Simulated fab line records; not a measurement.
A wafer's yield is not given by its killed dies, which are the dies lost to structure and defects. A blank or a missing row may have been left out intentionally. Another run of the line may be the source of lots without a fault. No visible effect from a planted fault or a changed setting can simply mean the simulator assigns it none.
Split-lot experiment	flow n5Finfet	39 wafers read across 7 lots, on a route 1938 steps long

THE SPLIT
At N5_PMOS_HMC_CHANNEL_EPI_EPI_20 (deposits SiGe30, target thk 59 nm), the setting tempC was moved away from the recipe's 600 C on 15 of the 39 wafers read, by -1.0% to +1.2%. This setting was run at the recipe's value on the other wafers.

The reading is taken at the split's own step.

THE READING
SiGe30_of_PMOS_HMC_CHANNEL_EPI_EPI_20.thkNm (the simulator's own value, which no gauge read), in nm, at N5_PMOS_HMC_CHANNEL_EPI_EPI_20 (deposits SiGe30, target thk 59 nm). The file does not state a usual value for it. Across the 24 wafers here that went through the recipe, the average is 59.19 nm and the standard deviation 0.67 nm.

wafer	tool, chamber at the split	tempC as run, C	against the recipe	SiGe30_of_PMOS_HMC_CHANNEL_EPI_EPI_20.thkNm, nm	against lot-mates on the recipe
L074.1	epiRpcvd-02, 0	600	recipe	60.11	-
L074.2	epiRpcvd-02, 0	594.2	-1.0%	53.17	-6.40
L074.3	epiRpcvd-02, 0	600	recipe	58.79	-
L074.4	epiRpcvd-02, 0	594.2	-1.0%	53.43	-6.14
L074.5	epiRpcvd-02, 0	600	recipe	59.81	-
L074.6	epiRpcvd-02, 0	594.2	-1.0%	53.77	-5.80
L075.1	epiRpcvd-02, 0	603.9	+0.6%	63.42	+4.13
L075.2	epiRpcvd-02, 0	600	recipe	59.14	-
L075.3	epiRpcvd-02, 0	600	recipe	59.65	-
L075.4	epiRpcvd-02, 0	600	recipe	59.09	-
L075.5	epiRpcvd-02, 0	603.9	+0.6%	63.59	+4.30
L075.6	epiRpcvd-02, 0	603.9	+0.6%	63.96	+4.67
L083.1	epiRpcvd-02, 0	600	recipe	60.13	-
L083.2	epiRpcvd-02, 0	600	recipe	60.3	-
L083.3	epiRpcvd-02, 0	604.4	+0.7%	65.47	+5.33
L083.4	epiRpcvd-02, 0	604.4	+0.7%	65.88	+5.74
L083.5	epiRpcvd-02, 0	600	recipe	59.99	-
L083.6	epiRpcvd-02, 0	604.4	+0.7%	65.58	+5.44
L085.4	epiRpcvd-02, 0	600	recipe	58.7	-
L085.5	epiRpcvd-02, 0	600	recipe	58.98	-
L085.6	epiRpcvd-02, 0	600	recipe	58.78	-
L088.1	epiRpcvd-02, 0	600	recipe	58.28	-
L088.4	epiRpcvd-02, 0	600	recipe	58.28	-
L088.2	epiRpcvd-02, 0	600	recipe	58.72	-
L088.3	epiRpcvd-02, 0	600	recipe	58.67	-
L088.5	epiRpcvd-02, 0	600	recipe	58.23	-
L088.6	epiRpcvd-02, 0	600	recipe	58.38	-
L089.1	epiRpcvd-04, 0	600	recipe	59.65	-
L089.2	epiRpcvd-04, 0	605.6	+0.9%	66.3	+6.37
L089.3	epiRpcvd-04, 0	605.6	+0.9%	65.27	+5.34
L089.4	epiRpcvd-04, 0	600	recipe	59.86	-
L089.5	epiRpcvd-04, 0	600	recipe	60.27	-
L089.6	epiRpcvd-04, 0	605.6	+0.9%	66.38	+6.45
L095.1	epiRpcvd-04, 0	607.2	+1.2%	66.2	+7.25
L095.2	epiRpcvd-04, 0	600	recipe	59.39	-
L095.3	epiRpcvd-04, 0	600	recipe	58.58	-
L095.4	epiRpcvd-04, 0	600	recipe	58.87	-
L095.5	epiRpcvd-04, 0	607.2	+1.2%	66.19	+7.24
L095.6	epiRpcvd-04, 0	607.2	+1.2%	66.43	+7.48

THE FIT
A straight line over all 39 wafers: SiGe30_of_PMOS_HMC_CHANNEL_EPI_EPI_20.thkNm changes by +6.55 nm for each +1% of tempC; r = +0.98; the points scatter about the line by 0.79 nm.
The same after taking each lot's own level away (the mean of its wafers on the recipe; 39 wafers): +6.44 nm for each +1%; r = +0.99; scatter 0.39 nm.
On that fit, the largest move of tempC shifts the reading by 7.7 nm.
Measured against the standard deviation above, the lots' own levels, which go from 58.427 to 60.140 nm, span 2.5 times it.
Consequently the slope shifts little with the lot-to-lot level, the two slopes agreeing.
Check: for one of the wafers moved furthest among these (+1.2%), held out of the fit, the line's prediction against its lot-mates is +7.85 nm. It came out at +7.25 nm against them.

THE FILE'S OWN FIT
SiGe30_of_PMOS_HMC_CHANNEL_EPI_EPI_20.thkNm changes by +6.47 nm for each +1% of tempC, r = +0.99.
